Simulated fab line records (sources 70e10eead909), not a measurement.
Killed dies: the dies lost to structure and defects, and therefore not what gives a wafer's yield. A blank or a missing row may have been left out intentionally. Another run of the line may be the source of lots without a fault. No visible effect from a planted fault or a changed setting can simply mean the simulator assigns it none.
Commonality check across tools | flow nand harc | 42 wafers sampled across 12 lots

== REASON FOR OPENING ==
On 2 of the 12 lots, a flag is raised at NHARC_A_ONON_D1_THK_MEAS_14 on the reading thk nm. Wafers without a fault read 998 nm, standard deviation 12.
Rule: a lot is flagged in two cases, either no wafer of it has a number, or all its wafers with numbers fall more than 4 standard deviations from that mean. As for the other lots, they are considered sound.

lot  | measured     | on            | thk nm (nm), wafer by wafer   | flag
L575 | day 8 14:37  | film metro-01 | 991 990 992                   |
L576 | day 8 22:38  | film metro-01 | 1524 1526 1524 1524 1524 1524 | FLAGGED
L579 | day 9 10:06  | film metro-02 | 1005 1004 1006                |
L578 | day 9 10:22  | film metro-01 | 1511 1512 1511 1511 1513 1512 | FLAGGED
L584 | day 10 23:47 | film metro-02 | 1001 1000 999                 |
L582 | day 10 23:58 | film metro-01 | 1007 1007 1006                |
L585 | day 11 06:17 | film metro-01 | 977 980 978                   |
L589 | day 11 20:16 | film metro-02 | 1008 1009 1009                |
L590 | day 12 14:09 | film metro-02 | 1017 1018 1017                |
L592 | day 12 21:46 | film metro-01 | 993 994 991                   |
L593 | day 13 06:53 | film metro-01 | 1013 1014 1012                |
L594 | day 13 06:59 | film metro-02 | 998 1001 999                  |
The mean of the flagged lots' numbers is 1518 nm, +520 nm from the usual (+43 standard deviations).

== LOT BY LOT: THE TOOL USED ==
Before the reading, the record contains 4 process steps out of a 1159-step route. Read each cell as the tool, then ch plus the chambers that the sampled wafers visited, then the start.
lot  | flag    | NHARC_P_BONDPAD_ETCH_37            | NHARC_P_BONDPAD_PVD_17                  | NHARC_P_BONDPAD_CMP_19        | NHARC_A_ONON_D1_DEP_12
L575 |         | rie diel-08 ch 0,3, day 7 09:05    | pvd sputter-03, day 7 11:13 or earlier  | cmp-02 ch 1,2, day 7 11:13    | pecvd onon-02 ch 0, day 8 14:13
L576 | FLAGGED | rie diel-06 ch 0,3, day 7 15:00    | pvd sputter-02, day 7 16:59 or earlier  | cmp-02 ch 0,3, day 7 16:59    | pecvd onon-04 ch 0, day 8 22:10
L579 |         | rie diel-08 ch 1,3, day 8 02:42    | pvd sputter-02, day 8 04:38 or earlier  | cmp-02 ch 2,3, day 8 04:38    | pecvd onon-02 ch 0, day 9 09:39
L578 | FLAGGED | rie diel-08 ch 1,2,3, day 8 03:51  | pvd sputter-01, day 8 05:47 or earlier  | cmp-01 ch 1,2, day 8 05:47    | pecvd onon-04 ch 0, day 9 09:52
L584 |         | rie diel-01 ch 0,3, day 9 19:29    | pvd sputter-03, day 9 21:29 or earlier  | cmp-01 ch 1,3, day 9 21:29    | pecvd onon-03 ch 0, day 10 23:15
L582 |         | rie diel-08 ch 1,3, day 9 20:05    | pvd sputter-02, day 9 22:02 or earlier  | cmp-02 ch 1,3, day 9 22:02    | pecvd onon-02 ch 0, day 10 23:28
L585 |         | rie diel-01 ch 0,3, day 10 02:31   | pvd sputter-03, day 10 04:38 or earlier | cmp-04 ch 1,3, day 10 04:38   | pecvd onon-03 ch 0, day 11 05:54
L589 |         | rie diel-06 ch 0,2,3, day 10 15:50 | pvd sputter-03, day 10 17:47 or earlier | cmp-04 ch 0,2,3, day 10 17:47 | pecvd onon-04 ch 0, day 11 19:48
L590 |         | rie diel-01 ch 1,2,3, day 11 07:14 | pvd sputter-03, day 11 11:11 or earlier | cmp-04 ch 1,2,3, day 11 11:11 | pecvd onon-03 ch 0, day 12 13:42
L592 |         | rie diel-08 ch 0,1, day 11 16:57   | pvd sputter-03, day 11 18:54 or earlier | cmp-02 ch 2,3, day 11 18:54   | pecvd onon-04 ch 0, day 12 21:19
L593 |         | rie diel-08 ch 0,1,2, day 12 00:24 | pvd sputter-03, day 12 02:25 or earlier | cmp-01 ch 0,1,2, day 12 02:25 | pecvd onon-04 ch 0, day 13 06:29
L594 |         | rie diel-06 ch 0,1,2, day 12 01:24 | pvd sputter-02, day 12 03:22 or earlier | cmp-04 ch 0,1, day 12 03:22   | pecvd onon-03 ch 0, day 13 06:36
What is done by these steps:
- NHARC_P_BONDPAD_ETCH_37: etches the open film in N2/H2, target depth 60 nm, overetch 18 nm, time 65.91 s.
- NHARC_P_BONDPAD_PVD_17: deposits TaN, target thk 5 nm, time 8.06 s.
- NHARC_P_BONDPAD_CMP_19: polishes, t overpolish 30 s, cu recess touch 16 s, target thk 160.81 nm.
- NHARC_A_ONON_D1_DEP_12: target thk 1000 nm.
- NHARC_A_ONON_D1_THK_MEAS_14: measures by ellipsometry.

== FLAGGED OVER TOTAL, TOOL BY TOOL (the gauges that took the reading come last) ==
step                        | tool           | lots run | flagged | share of the flagged lots | sound lots run after its first flagged lot
NHARC_P_BONDPAD_ETCH_37     | rie diel-01    | 3        | 0       | none                      | -
NHARC_P_BONDPAD_ETCH_37     | rie diel-06    | 3        | 1       | some                      | 2 (L589,L594)
NHARC_P_BONDPAD_ETCH_37     | rie diel-08    | 6        | 1       | some                      | 3 (L582,L592,L593)
NHARC_P_BONDPAD_PVD_17      | pvd sputter-01 | 1        | 1       | some                      | 0
NHARC_P_BONDPAD_PVD_17      | pvd sputter-02 | 4        | 1       | some                      | 3 (L579,L582,L594)
NHARC_P_BONDPAD_PVD_17      | pvd sputter-03 | 7        | 0       | none                      | -
NHARC_P_BONDPAD_CMP_19      | cmp-01         | 3        | 1       | some                      | 2 (L584,L593)
NHARC_P_BONDPAD_CMP_19      | cmp-02         | 5        | 1       | some                      | 3 (L579,L582,L592)
NHARC_P_BONDPAD_CMP_19      | cmp-04         | 4        | 0       | none                      | -
NHARC_A_ONON_D1_DEP_12      | pecvd onon-02  | 3        | 0       | none                      | -
NHARC_A_ONON_D1_DEP_12      | pecvd onon-03  | 4        | 0       | none                      | -
NHARC_A_ONON_D1_DEP_12      | pecvd onon-04  | 5        | 2       | all                       | 3 (L589,L592,L593)
NHARC_A_ONON_D1_THK_MEAS_14 | film metro-01  | 7        | 2       | all                       | 4 (L582,L585,L592,L593)
NHARC_A_ONON_D1_THK_MEAS_14 | film metro-02  | 5        | 0       | none                      | -
With no start given for some of its lots, NHARC_P_BONDPAD_PVD_17 uses the hours and lot order of NHARC_P_BONDPAD_CMP_19.

== WHAT THE TABLE PERMITS ==
In 2 table rows, all flagged lots were run: pecvd onon-04 (NHARC_A_ONON_D1_DEP_12), film metro-01 (NHARC_A_ONON_D1_THK_MEAS_14).
- pecvd onon-04 at NHARC_A_ONON_D1_DEP_12 ran 5 lots, 2 of them flagged. Lots that were sound ran on it after the first flagged one (L589, L592, L593); a persistent fault on the entire tool would not allow that.
- film metro-01 at NHARC_A_ONON_D1_THK_MEAS_14 ran 7 lots, 2 of them flagged. Lots that were sound ran on it after the first flagged one (L582, L585, L592, L593); a persistent fault on the entire tool would not allow that.
No row of the table ran every flagged lot and no sound lot after the first.

== WHAT THE SIMULATOR HAD PUT IN ==
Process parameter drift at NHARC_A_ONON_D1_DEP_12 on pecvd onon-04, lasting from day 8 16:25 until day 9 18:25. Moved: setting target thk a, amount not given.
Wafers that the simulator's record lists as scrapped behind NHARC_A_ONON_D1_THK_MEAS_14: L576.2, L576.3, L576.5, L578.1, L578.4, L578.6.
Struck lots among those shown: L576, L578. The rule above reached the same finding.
